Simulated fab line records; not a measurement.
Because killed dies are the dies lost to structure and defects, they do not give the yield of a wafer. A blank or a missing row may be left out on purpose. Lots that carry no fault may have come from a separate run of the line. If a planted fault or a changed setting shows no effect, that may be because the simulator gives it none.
fab line records	flow nand-harc
record: lots: 24	wafers: 72	last-day: 33
route steps=1302 shown A_STAIRCASE@831 A_SGD_CUT@902 A_SLIT@935
lots untouched by any fault: they come from a run of this same line in which no faults occurred
start-h: the number of hours between the record's first day and the start of the first shown wafer of the lot	wait-h: hours elapsed since this lot's preceding step	" the same as in the row above	L1.1+2: a row that stands for several wafers	- no value, or no start given	* or withheld: withheld	< > ~ a bound
route shown NAME@n: names a module that has steps shown in the file, with the first one's number in the route	usual: mean/standard deviation taken from wafers without a fault	same: alike in all rows	chamber/n: place in a boat	sites: each site's reading	_std_site: standard deviation of those values	_edge_site: outer sites' mean less inner sites'	radius-mm: how far each site lies from the wafer's centre	mask NAME#n: copy n	behind: the last tool/chamber to shape the wafer	hold: why the lot went on hold/how many hours it stayed there/how the hold came to an end	device: whichever transistor did not switch (one of n, p or np)	end of line: the route-end tests of the same wafers	a step with no rows: only its recipe	killed: dies lost to structure and defects at the first sort, not the wafer's yield	map: dies across one wafer; x = killed, . = not, _ = none there
set.NAME: the setting that was run; set.NAME@STEP: the one run at that earlier step	model.NAME: the simulator's own value behind a step, which no gauge read
a sample of lots followed through the steps of the route, with each step as a table and each wafer as a row
services: a tool's chamber out of use, with start hour (start-h, from the record's first day; less than 0 if before it), hours out, and reason
== steps ==
step: NHARC_A_STAIRCASE_ETCH_313
recipe: cf4-flow-sccm: 100	chf3-flow-sccm: 30	ar-flow-sccm: 0	rf-w: 500	bias-w: 200	chemistry: CF4/CHF3
usual: drypump-motor-current-A: 5.8/0.5	oes-product-au: 0.929/0.014	rf-vpp-V: 370.1/2.5	showerhead-plenum-p-Torr: 1.56/0.072	throttle-valve-pct: 16.802/0.0092
lot.wafer	tool	chamber	start-h	wait-h	drypump-motor-current-A	oes-product-au	rf-hours-counter-h	rf-vpp-V	showerhead-plenum-p-Torr	throttle-valve-pct
L074.2	rie-diel-03	3	390.37	0.1	5.4	0.920	33	367.2	1.51	16.806
L074.6	"	2	"	"	5.3	0.918	-	373.1	1.64	16.824
L074.5	"	3	"	"	5.4	0.928	-	368.8	1.51	16.809
L075.1	rie-diel-03	3	409.90	0.1	5.3	0.926	39	368.5	1.50	16.801
L075.2	"	2	"	"	5.2	0.917	40	372.3	1.64	16.799
L075.5	"	0	"	"	6.3	0.928	-	368.9	1.52	16.805
L076.1	rie-diel-10	3	420.45	0.1	4.6	0.912	54	370.6	1.59	16.799
L076.4	"	1	"	"	6.4	0.913	-	368.9	1.50	16.805
L076.6	"	0	"	"	5.5	0.929	-	370.6	1.58	16.796
L078.2	rie-diel-03	3	425.34	0.1	5.4	0.931	45	367.8	1.50	16.807
L078.1	"	0	"	"	6.2	0.921	43	369.7	1.52	16.808
L078.5	"	3	"	"	5.3	0.920	-	368.3	1.50	16.799
L077.4	rie-diel-03	3	426.43	0.1	5.3	0.923	45	368.7	1.50	16.787
L077.6	"	0	"	"	6.2	0.932	-	367.9	1.51	16.807
L077.5	"	1	"	"	6.2	0.938	-	366.0	1.46	16.813
L079.2	rie-diel-07	3	440.66	0.1	6.3	0.924	47	372.8	1.62	16.784
L079.3	"	0	"	"	5.5	0.912	45	366.8	1.49	16.781
L079.6	"	0	"	"	5.6	0.917	-	368.0	1.49	16.806
L080.1	rie-diel-07	3	452.42	0.1	6.3	0.913	51	373.3	1.62	16.796
L080.4	"	2	"	"	6.0	0.915	48	368.6	1.49	16.791
L080.6	"	0	"	"	5.5	0.918	-	369.4	1.48	16.803
L082.4	rie-diel-07	0	462.08	0.1	5.5	0.917	52	366.6	1.48	16.786
L082.1	"	1	"	"	6.1	0.924	47	371.6	1.60	16.803
L082.2	"	2	"	"	6.0	0.912	50	367.5	1.49	16.812
L081.1	rie-diel-10	3	463.49	0.1	4.6	0.918	13	370.9	1.58	16.822
L081.3	"	1	"	"	6.4	0.934	10	368.9	1.50	16.785
L081.5	"	3	"	"	4.6	0.930	-	372.0	1.58	16.804
L084.3	rie-diel-10	3	475.29	0.1	4.7	0.924	22	371.1	1.58	16.807
L084.5	"	2	"	"	6.2	0.926	-	372.9	1.68	16.801
L084.6	"	3	"	"	4.7	0.922	-	371.9	1.58	16.799
L083.2	rie-diel-03	0	479.76	0.1	6.3	0.923	4	367.8	1.51	16.789
L083.3	"	1	"	"	6.2	0.928	4	374.9	1.70	16.807
L083.5	"	3	"	"	5.4	0.938	-	368.2	1.50	16.782
L085.3	rie-diel-07	3	503.86	0.1	6.3	0.993	7	371.0	1.62	16.804
L085.2	"	1	"	"	6.1	0.976	6	372.1	1.60	16.792
L085.5	"	0	"	"	5.6	0.968	-	367.3	1.48	16.813
L087.2	rie-diel-10	2	507.61	0.1	6.1	0.920	32	373.0	1.68	16.807
L087.3	"	0	"	"	5.5	0.928	22	372.5	1.57	16.796
L087.5	"	1	"	"	6.5	0.922	-	368.0	1.50	16.795
L086.3	rie-diel-10	0	509.30	0.1	5.5	0.934	23	370.0	1.57	16.798
L086.1	"	1	"	"	6.5	0.930	29	368.2	1.50	16.812
L086.6	"	3	"	"	4.6	0.931	-	370.2	1.58	16.805
L088.2	rie-diel-07	3	518.49	0.1	6.3	0.935	12	370.9	1.62	16.800
L088.3	"	1	"	"	6.1	0.931	10	371.8	1.60	16.811
L088.6	"	2	"	"	6.0	0.925	-	367.3	1.48	16.794
L089.4	rie-diel-03	2	520.15	0.1	5.2	0.931	20	373.0	1.63	16.808
L089.2	"	3	"	"	5.4	0.931	17	367.7	1.50	16.807
L089.3	"	0	"	"	6.3	0.922	16	367.5	1.51	16.792
L090.4	rie-diel-07	0	539.71	0.1	5.6	0.923	19	368.7	1.48	16.811
L090.3	"	1	"	"	6.1	0.925	17	371.1	1.60	16.823
L090.5	"	0	"	"	5.6	0.922	-	369.3	1.48	16.793
L092.1	rie-diel-07	2	554.89	0.1	5.9	0.930	20	367.5	1.48	16.806
L092.4	"	0	"	"	5.5	0.920	24	367.8	1.48	16.816
L092.5	"	1	"	"	6.1	0.941	-	371.2	1.60	16.796
L091.2	rie-diel-03	2	555.90	0.1	5.2	0.918	31	372.3	1.63	16.797
L091.5	"	1	"	"	6.2	0.934	-	374.7	1.69	16.807
L091.6	"	2	"	"	5.2	0.924	-	372.5	1.63	16.815
L093.1	rie-diel-03	0	584.63	0.1	6.3	0.919	36	368.5	1.50	16.811
L093.6	"	2	"	"	5.2	0.921	-	371.6	1.62	16.799
L093.5	"	3	"	"	5.4	0.925	-	367.3	1.49	16.807
L094.3	rie-diel-03	0	594.31	0.2	6.2	0.927	40	367.1	1.50	16.793
L094.2	"	2	"	"	5.2	0.932	46	371.9	1.62	16.799
L094.5	"	3	"	"	5.4	0.933	-	367.9	1.49	16.796
L095.4	rie-diel-07	3	595.17	0.1	6.3	0.936	34	371.1	1.61	16.813
L095.3	"	1	"	"	6.1	0.940	33	371.3	1.60	16.804
L095.5	"	2	"	"	5.9	0.921	-	367.5	1.48	16.804
L096.3	rie-diel-03	3	597.52	0.1	5.3	0.929	46	368.2	1.49	16.806
L096.1	"	1	"	"	6.2	0.938	42	373.7	1.69	16.801
L096.5	"	3	"	"	5.3	0.926	-	368.5	1.49	16.797
L097.2	rie-diel-07	3	604.66	0.1	6.3	0.940	38	372.2	1.61	16.800
L097.4	"	1	"	"	6.1	0.946	37	371.3	1.59	16.801
L097.6	"	0	"	"	5.6	0.925	-	368.3	1.47	16.806
step: NHARC_A_STAIRCASE_ETCH_315
recipe: target-depth-a: 25000	time-s: 607.1	ion-energy-ev: 800	c4f8-flow-sccm: 80	o2-flow-sccm: 60	ar-flow-sccm: withheld	rf-w: 600	bias-w: 3000	chemistry: C4F8/O2/Ar
usual: oes-product-au: 0.931/0.0093	rf-vpp-V: 1824/12
same: time-s: 607.1
lot.wafer	tool	chamber	start-h	wait-h	oes-product-au	rf-hours-counter-h	rf-vpp-V
L074.2	rie-diel-03	0	-	-	0.917	32	1818
L074.6	"	0	"	"	0.924	-	1817
L074.5	"	1	"	"	0.939	-	1807
L075.2	rie-diel-03	3	-	-	0.930	39	1815
L075.1	"	0	"	"	0.926	38	1815
L075.5	"	2	"	"	0.903	-	1839
L076.1	rie-diel-10	1	-	-	0.921	51	1816
L076.4	"	0	"	"	0.941	-	1827
L076.6	"	1	"	"	0.927	-	1816
L078.1	rie-diel-03	1	-	-	0.956	37	1808
L078.2	"	0	"	"	0.932	43	1816
L078.5	"	1	"	"	0.940	-	1808
L077.4	rie-diel-03	2	-	-	0.912	50	1836
L077.6	"	0	"	"	0.932	-	1817
L077.5	"	1	"	"	0.928	-	1807
L079.3	rie-diel-07	3	-	-	0.928	47	1836
L079.2	"	1	"	"	0.934	42	1833
L079.6	"	0	"	"	0.926	-	1812
L080.4	rie-diel-07	0	-	-	0.925	49	1812
L080.1	"	2	"	"	0.924	48	1812
L080.6	"	3	"	"	0.923	-	1835
L082.4	rie-diel-07	1	-	-	0.936	48	1831
L082.2	"	2	"	"	0.924	50	1812
L082.1	"	3	"	"	0.930	54	1834
L081.1	rie-diel-10	3	-	-	0.924	13	1829
L081.3	"	1	"	"	0.935	10	1813
L081.5	"	1	"	"	0.929	-	1814
L084.3	rie-diel-10	3	-	-	0.927	22	1828
L084.5	"	0	"	"	0.932	-	1828
L084.6	"	1	"	"	0.929	-	1814
L083.3	rie-diel-03	3	-	-	0.946	4	1815
L083.2	"	2	"	"	0.928	4	1836
L083.5	"	3	"	"	0.936	-	1816
L085.2	rie-diel-07	1	-	-	0.944	6	1831
L085.3	"	0	"	"	0.944	7	1814
L085.5	"	1	"	"	0.933	-	1831
L087.3	rie-diel-10	1	-	-	0.923	29	1815
L087.2	"	2	"	"	0.923	32	1844
L087.5	"	0	"	"	0.931	-	1827
L086.1	rie-diel-10	1	-	-	0.939	29	1814
L086.3	"	3	"	"	0.937	36	1829
L086.6	"	1	"	"	0.933	-	1815
L088.3	rie-diel-07	3	-	-	0.942	13	1833
L088.2	"	1	"	"	0.934	10	1832
L088.6	"	3	"	"	0.942	-	1834
L089.4	rie-diel-03	2	-	-	0.934	21	1835
L089.3	"	3	"	"	0.919	17	1815
L089.2	"	0	"	"	0.914	16	1816
L090.3	rie-diel-07	1	-	-	0.936	17	1831
L090.4	"	2	"	"	0.934	17	1810
L090.5	"	1	"	"	0.938	-	1831
L092.4	rie-diel-07	0	-	-	0.914	24	1810
L092.1	"	1	"	"	0.944	23	1832
L092.5	"	3	"	"	0.934	-	1834
L091.2	rie-diel-03	0	-	-	0.922	26	1817
L091.6	"	2	"	"	0.930	-	1835
L091.5	"	3	"	"	0.944	-	1813
L093.1	rie-diel-03	3	-	-	0.932	42	1813
L093.5	"	2	"	"	0.936	-	1834
L093.6	"	3	"	"	0.933	-	1812
L094.2	rie-diel-03	2	-	-	0.936	47	1835
L094.3	"	0	"	"	0.927	40	1816
L094.5	"	2	"	"	0.932	-	1833
L095.4	rie-diel-07	0	-	-	0.925	31	1812
L095.3	"	3	"	"	0.956	34	1832
L095.5	"	0	"	"	0.923	-	1810
L096.1	rie-diel-03	3	-	-	0.933	47	1814
L096.3	"	0	"	"	0.934	41	1814
L096.5	"	3	"	"	0.935	-	1813
L097.4	rie-diel-07	0	-	-	0.925	35	1811
L097.2	"	1	"	"	0.933	37	1830
L097.6	"	1	"	"	0.930	-	1830
step: NHARC_A_STAIRCASE_DEP_322
recipe: target-thk-a: 72000	temp-c: 400	target-thk-nm: 7200	teos-flow-sccm: 200	rf-w: 500	material: SiO2
usual: heater-power-w: 669/97	mfc-precursor-sccm: 200.0/0.63	susceptor-temp-C: 400.01/0.21
lot.wafer	tool	chamber	start-h	wait-h	heater-power-w	mfc-precursor-sccm	susceptor-temp-C
L074.2	pecvd-03	1	410.36	0.1	731	199.5	400.26
L074.6	"	1	"	"	627	199.9	399.88
L074.5	"	2	"	"	580	199.9	400.00
L075.2	pecvd-03	1	432.89	0.1	619	199.9	399.89
L075.1	"	2	"	"	706	200.7	400.15
L075.5	"	2	"	"	563	200.3	399.66
L078.1	pecvd-01	2	446.86	0.1	703	200.1	400.06
L078.2	"	1	"	"	715	201.4	400.21
L078.5	"	2	"	"	545	199.2	400.20
L076.1	pecvd-02	2	447.05	0.3	781	199.5	399.84
L076.6	"	1	"	"	742	200.0	399.93
L076.4	"	2	"	"	747	199.6	399.92
L077.4	pecvd-03	1	453.69	0.3	637	198.8	400.15
L077.6	"	2	"	"	572	200.5	400.32
L077.5	"	0	"	"	614	200.4	400.07
L079.3	pecvd-03	1	464.88	0.1	764	199.8	400.06
L079.2	"	2	"	"	655	199.2	399.90
L079.6	"	1	"	"	635	200.4	399.95
L080.1	pecvd-02	2	476.04	0.1	894	201.9	399.86
L080.6	"	0	"	"	582	200.3	400.24
L080.4	"	1	"	"	754	200.7	400.14
L081.3	pecvd-01	0	488.40	0.1	614	200.8	399.94
L081.1	"	1	"	"	664	200.1	399.78
L081.5	"	0	"	"	530	200.4	399.60
L082.2	pecvd-02	1	488.49	0.2	762	200.8	400.02
L082.1	"	2	"	"	815	199.6	400.31
L082.4	"	1	"	"	752	200.3	399.94
L084.3	pecvd-03	0	499.83	0.4	715	200.1	399.76
L084.5	"	2	"	"	576	200.2	399.80
L084.6	"	1	"	"	610	199.3	400.16
L083.2	pecvd-02	2	499.91	0.4	811	200.2	400.05
L083.3	"	1	"	"	953	200.7	399.83
L083.5	"	1	"	"	753	200.7	400.16
L087.3	pecvd-01	2	529.94	0.1	647	200.4	399.90
L087.2	"	1	"	"	668	199.9	399.62
L087.5	"	0	"	"	515	201.0	400.14
L086.3	pecvd-02	0	529.95	0.1	698	200.1	399.89
L086.1	"	1	"	"	780	199.0	399.84
L086.6	"	1	"	"	749	201.1	399.57
L085.2	pecvd-03	0	530.03	0.2	693	200.1	400.02
L085.3	"	1	"	"	687	200.2	400.01
L085.5	"	2	"	"	589	200.2	400.25
L089.2	pecvd-01	2	542.64	0.1	749	200.1	399.86
L089.3	"	0	"	"	585	198.7	400.27
L089.4	"	0	"	"	527	199.9	400.12
L088.3	pecvd-02	2	542.82	0.2	833	200.2	400.22
L088.2	"	0	"	"	697	199.2	399.79
L088.6	"	1	"	"	739	200.1	400.20
L090.3	pecvd-01	1	562.58	0.2	675	198.7	399.66
L090.5	"	0	"	"	509	200.1	400.24
L090.4	"	1	"	"	586	200.3	399.84
L091.2	pecvd-02	0	579.63	0.2	710	199.7	400.00
L091.5	"	0	"	"	585	199.5	400.40
L091.6	"	1	"	"	739	199.4	400.10
L092.1	pecvd-01	1	579.72	0.3	733	199.0	400.07
L092.5	"	0	"	"	522	200.4	400.35
L092.4	"	1	"	"	589	200.1	400.05
L093.1	pecvd-01	1	607.28	0.2	622	199.9	399.81
L093.6	"	0	"	"	525	200.0	400.09
L093.5	"	1	"	"	591	199.3	399.59
L095.3	pecvd-01	0	617.41	0.1	660	199.4	400.02
L095.5	"	0	"	"	511	199.9	399.79
L095.4	"	1	"	"	580	200.1	400.24
L094.2	pecvd-02	1	617.41	0.1	908	200.4	400.07
L094.3	"	0	"	"	675	199.6	400.00
L094.5	"	1	"	"	760	200.4	400.19
L096.3	pecvd-01	1	620.96	0.1	734	200.1	399.67
L096.1	"	2	"	"	722	200.7	400.11
L096.5	"	1	"	"	580	201.3	399.82
L097.2	pecvd-01	2	628.56	0.4	668	200.0	399.92
L097.4	"	1	"	"	581	198.9	400.24
L097.6	"	0	"	"	523	199.7	400.03
step: NHARC_A_STAIRCASE_ETCH_444
recipe: target-depth-a: 2.04e+05	time-s: 6800	c4f8-flow-sccm: 20	o2-flow-sccm: 10	ar-flow-sccm: withheld	rf-w: 600	bias-w: 1000	chemistry: C4F8/O2
usual: oes-product-au: 0.944/0.022	rf-vpp-V: 806/5.5
same: time-s: 6800
lot.wafer	tool	chamber	start-h	wait-h	oes-product-au	rf-hours-counter-h	rf-vpp-V
L074.2	rie-diel-03	3	428.13	1.2	0.922	46	801
L074.6	"	1	"	"	0.942	-	798
L074.5	"	2	"	"	0.909	-	811
L075.2	rie-diel-10	3	451.72	0.6	0.949	9	807
L075.1	"	1	"	"	0.955	7	802
L075.5	"	3	"	"	0.946	-	809
L078.1	rie-diel-10	1	465.43	0.1	0.960	11	803
L078.2	"	2	"	"	0.961	13	814
L078.5	"	1	467.30	1.9	0.953	-	803
L076.4	rie-diel-07	1	466.33	1.0	0.930	49	809
L076.1	"	2	"	"	0.926	51	800
L076.6	"	3	"	"	0.926	-	811
L077.4	rie-diel-10	3	471.85	2.0	0.956	-	806
L077.5	"	1	"	"	0.972	-	802
L077.6	"	2	"	"	0.958	-	816
L079.3	rie-diel-03	1	481.77	0.1	0.993	6	814
L079.2	"	3	"	"	0.973	6	803
L079.6	"	2	484.19	2.5	0.984	-	811
L080.4	rie-diel-07	3	492.87	0.1	0.969	3	810
L080.1	"	2	494.29	1.5	0.966	3	801
L080.6	"	3	"	"	0.974	-	810
L082.2	rie-diel-03	2	510.59	0.1	0.970	16	812
L082.4	"	0	"	"	0.946	13	803
L082.1	"	1	"	"	0.967	16	813
L081.1	rie-diel-07	0	511.38	1.0	0.962	10	800
L081.3	"	1	"	"	0.967	9	810
L081.5	"	2	"	"	0.978	-	801
L083.2	rie-diel-07	1	520.87	0.6	0.941	12	808
L083.3	"	3	"	"	0.930	14	810
L083.5	"	0	"	"	0.926	-	799
L084.3	rie-diel-10	2	521.07	0.6	0.922	36	814
L084.6	"	1	522.51	2.0	0.929	-	800
L084.5	"	2	"	"	0.931	-	815
L085.2	rie-diel-03	0	546.87	0.1	0.915	22	802
L085.3	"	3	548.28	1.5	0.924	26	801
L085.5	"	0	"	"	0.913	-	802
L087.2	rie-diel-07	0	546.98	0.1	0.970	21	800
L087.3	"	1	"	"	0.987	19	809
L087.5	"	0	548.84	1.9	0.973	-	800
L086.1	rie-diel-10	0	547.12	0.5	0.939	34	806
L086.3	"	2	"	"	0.921	46	813
L086.6	"	3	"	"	0.912	-	808
L089.2	rie-diel-03	2	558.78	0.1	0.922	32	811
L089.3	"	3	"	"	0.939	29	801
L089.4	"	0	"	"	0.932	27	802
L088.3	rie-diel-10	3	559.56	1.0	0.924	53	807
L088.2	"	0	"	"	0.933	40	808
L088.6	"	1	"	"	0.920	-	801
L090.4	rie-diel-03	0	579.64	1.0	0.934	34	801
L090.3	"	1	"	"	0.927	36	814
L090.5	"	2	"	"	0.927	-	811
L091.2	rie-diel-03	2	600.99	0.1	0.931	50	811
L091.5	"	2	602.90	2.0	0.928	-	811
L091.6	"	3	"	"	0.938	-	802
L092.4	rie-diel-03	1	603.85	2.9	0.950	46	814
L092.1	"	3	"	"	0.958	52	800
L092.5	"	1	"	"	0.949	-	813
L093.1	rie-diel-07	1	626.51	1.0	0.928	44	809
L093.6	"	3	"	"	0.938	-	809
L093.5	"	0	"	"	0.920	-	800
L096.3	rie-diel-07	0	636.22	0.1	0.925	47	801
L096.1	"	3	637.64	1.5	0.931	50	809
L096.5	"	1	"	"	0.934	-	808
L094.3	rie-diel-10	2	636.36	0.5	0.958	9	813
L094.2	"	3	"	"	0.957	9	807
L094.5	"	2	638.22	2.4	0.957	-	812
L095.3	rie-diel-03	0	637.00	1.0	0.922	50	800
L095.4	"	1	"	"	0.927	58	815
L095.5	"	2	"	"	0.926	-	811
L097.2	rie-diel-07	0	646.85	0.1	0.918	53	799
L097.4	"	1	"	"	0.926	54	808
L097.6	"	1	649.24	2.4	0.934	-	807
step: NHARC_A_SGD_CUT_OVL_MEAS_10
usual: overlay-x-nm: 0.2/0.86	overlay-y-nm: 0.1/0.49
lot.wafer	tool	chamber	start-h	wait-h	overlay-x-nm	overlay-y-nm
L074.2	overlay-02	-	435.27	-	1.1	0.6
L074.5	"	-	"	"	0.5	0.4
L074.6	"	-	"	"	0.7	0.8
L075.1	overlay-02	-	459.57	-	2.1	0.0
L075.2	"	-	"	"	1.9	0.2
L075.5	"	-	"	"	1.9	0.1
L076.1	overlay-02	-	473.29	-	0.4	0.4
L076.4	"	-	"	"	0.7	0.5
L076.6	"	-	"	"	0.6	0.9
L078.1	overlay-01	-	474.43	-	0.4	0.3
L078.2	"	-	"	"	0.5	0.4
L078.5	"	-	"	"	0.2	0.2
L077.4	overlay-01	-	478.80	-	-0.9	0.0
L077.5	"	-	"	"	-0.8	0.1
L077.6	"	-	"	"	-0.8	-0.8
L079.2	overlay-02	-	489.83	-	-0.5	-0.7
L079.3	"	-	"	"	-0.3	-0.8
L079.6	"	-	"	"	-0.7	-0.6
L080.1	overlay-02	-	500.93	-	0.7	0.2
L080.4	"	-	"	"	1.2	0.6
L080.6	"	-	"	"	0.6	0.1
L081.1	overlay-01	-	518.23	-	0.9	-0.2
L081.3	"	-	"	"	0.1	-0.3
L081.5	"	-	"	"	1.0	-0.1
L082.1	overlay-02	-	518.39	-	-1.0	0.4
L082.2	"	-	"	"	-0.7	0.4
L082.4	"	-	"	"	-0.6	0.4
L083.2	overlay-02	-	528.32	-	0.2	-0.4
L083.3	"	-	"	"	-0.5	0.4
L083.5	"	-	"	"	-0.1	-0.4
L084.3	overlay-02	-	528.95	-	-0.3	0.1
L084.5	"	-	"	"	-0.3	0.3
L084.6	"	-	"	"	0.3	0.5
L086.1	overlay-02	-	554.56	-	0.3	0.7
L086.3	"	-	"	"	0.4	0.3
L086.6	"	-	"	"	0.3	0.4
L087.2	overlay-01	-	554.85	-	0.5	0.5
L087.3	"	-	"	"	0.2	0.4
L087.5	"	-	"	"	0.5	0.5
L085.2	overlay-02	-	555.00	-	-0.4	0.3
L085.3	"	-	"	"	-0.3	0.2
L085.5	"	-	"	"	-0.1	0.1
L088.2	overlay-02	-	566.36	-	1.5	-0.2
L088.3	"	-	"	"	1.4	0.1
L088.6	"	-	"	"	1.2	0.0
L089.2	overlay-02	-	566.67	-	0.1	0.0
L089.3	"	-	"	"	0.1	0.4
L089.4	"	-	"	"	0.4	0.3
L090.3	overlay-01	-	586.66	-	-0.2	0.7
L090.4	"	-	"	"	-0.2	0.2
L090.5	"	-	"	"	-0.1	0.6
L091.2	overlay-01	-	608.74	-	-1.5	0.1
L091.5	"	-	"	"	-1.1	-0.1
L091.6	"	-	"	"	-1.8	0.1
L092.1	overlay-02	-	611.79	-	0.4	1.1
L092.4	"	-	"	"	0.7	0.7
L092.5	"	-	"	"	0.4	0.7
L093.1	overlay-01	-	633.35	-	1.2	-0.5
L093.5	"	-	"	"	1.4	-0.1
L093.6	"	-	"	"	1.6	-0.6
L094.2	overlay-02	-	643.79	-	-0.3	-0.1
L094.3	"	-	"	"	-0.7	-0.5
L094.5	"	-	"	"	-0.8	0.1
L095.3	overlay-01	-	643.97	-	0.5	-1.0
L095.4	"	-	"	"	0.9	-1.3
L095.5	"	-	"	"	0.6	-0.9
L096.1	overlay-02	-	644.18	-	0.8	0.2
L096.3	"	-	"	"	1.2	0.5
L096.5	"	-	"	"	1.2	0.1
L097.2	overlay-01	-	654.87	-	-0.8	-0.9
L097.4	"	-	"	"	-1.2	-0.4
L097.6	"	-	"	"	-1.0	-0.2
step: NHARC_A_SLIT_INSPECT_11
usual: raw-defect-count: 58/28
lot.wafer	tool	chamber	start-h	wait-h	raw-defect-count
L074.2	defect-inspect-02	-	448.00	0.0	61
L074.5	"	-	"	"	80
L074.6	"	-	"	"	64
L075.1	defect-inspect-02	-	471.85	0.0	18
L075.2	"	-	"	"	18
L075.5	"	-	"	"	15
L078.1	defect-inspect-01	-	485.34	0.0	25
L078.2	"	-	"	"	30
L078.5	"	-	"	"	24
L076.1	defect-inspect-02	-	485.49	0.0	69
L076.4	"	-	"	"	85
L076.6	"	-	"	"	87
L077.4	defect-inspect-01	-	495.20	0.0	21
L077.5	"	-	"	"	15
L077.6	"	-	"	"	23
L079.2	defect-inspect-01	-	505.38	0.0	61
L079.3	"	-	"	"	82
L079.6	"	-	"	"	66
L080.1	defect-inspect-01	-	514.61	0.0	36
L080.4	"	-	"	"	28
L080.6	"	-	"	"	28
L082.1	defect-inspect-01	-	529.88	0.0	75
L082.2	"	-	"	"	67
L082.4	"	-	"	"	74
L081.1	defect-inspect-01	-	529.91	0.0	74
L081.3	"	-	"	"	78
L081.5	"	-	"	"	79
L084.3	defect-inspect-01	-	541.67	0.0	41
L084.5	"	-	"	"	34
L084.6	"	-	"	"	27
L083.2	defect-inspect-02	-	542.36	0.0	77
L083.3	"	-	"	"	86
L083.5	"	-	"	"	80
L086.1	defect-inspect-01	-	566.67	0.0	97
L086.3	"	-	"	"	102
L086.6	"	-	"	"	101
L087.2	defect-inspect-02	-	570.42	0.0	98
L087.3	"	-	"	"	101
L087.5	"	-	"	"	94
L085.2	defect-inspect-01	-	570.60	0.0	24
L085.3	"	-	"	"	21
L085.5	"	-	"	"	26
L088.2	defect-inspect-02	-	578.00	0.0	94
L088.3	"	-	"	"	103
L088.6	"	-	"	"	80
L089.2	defect-inspect-02	-	578.88	0.0	19
L089.3	"	-	"	"	18
L089.4	"	-	"	"	23
L090.3	defect-inspect-01	-	600.23	0.0	88
L090.4	"	-	"	"	94
L090.5	"	-	"	"	78
L091.2	defect-inspect-01	-	620.33	0.0	28
L091.5	"	-	"	"	36
L091.6	"	-	"	"	32
L092.1	defect-inspect-02	-	627.28	0.0	88
L092.4	"	-	"	"	84
L092.5	"	-	"	"	77
L093.1	defect-inspect-01	-	646.02	0.0	57
L093.5	"	-	"	"	60
L093.6	"	-	"	"	68
L094.2	defect-inspect-01	-	656.39	0.0	47
L094.3	"	-	"	"	63
L094.5	"	-	"	"	56
L095.3	defect-inspect-01	-	656.55	0.0	20
L095.4	"	-	"	"	38
L095.5	"	-	"	"	22
L096.1	defect-inspect-01	-	660.16	0.0	74
L096.3	"	-	"	"	59
L096.5	"	-	"	"	83
L097.2	defect-inspect-02	-	666.70	0.0	60
L097.4	"	-	"	"	63
L097.6	"	-	"	"	62
== services ==
tool	chamber	start-h	hours	kind
rie-diel-03	0	369.94	-	clean
rie-diel-03	1	369.94	-	clean
rie-diel-10	1	370.11	9.0	repair
rie-diel-07	-	371.58	1.8	repair
pecvd-02	-	416.97	13.0	pm
rie-diel-10	-	421.40	9.0	pm
pecvd-03	-	429.81	1.5	repair
pecvd-01	0	435.41	12.2	repair
rie-diel-10	0	456.59	16.1	repair
rie-diel-03	-	461.93	9.0	pm
rie-diel-07	-	471.69	9.0	pm
rie-diel-10	-	485.03	0.4	repair
pecvd-03	-	488.89	3.1	repair
pecvd-01	-	492.00	13.0	pm
pecvd-03	1	535.16	18.3	repair
pecvd-03	-	547.39	13.0	pm
rie-diel-07	0	571.79	18.5	repair
pecvd-02	-	598.28	13.0	pm
rie-diel-10	-	598.42	9.0	pm
rie-diel-03	0	613.32	12.3	repair
pecvd-03	2	617.43	4.6	repair
rie-diel-07	2	630.95	2.3	repair
rie-diel-03	-	638.93	9.0	pm
rie-diel-10	-	643.79	0.8	repair
== key ==
fault none
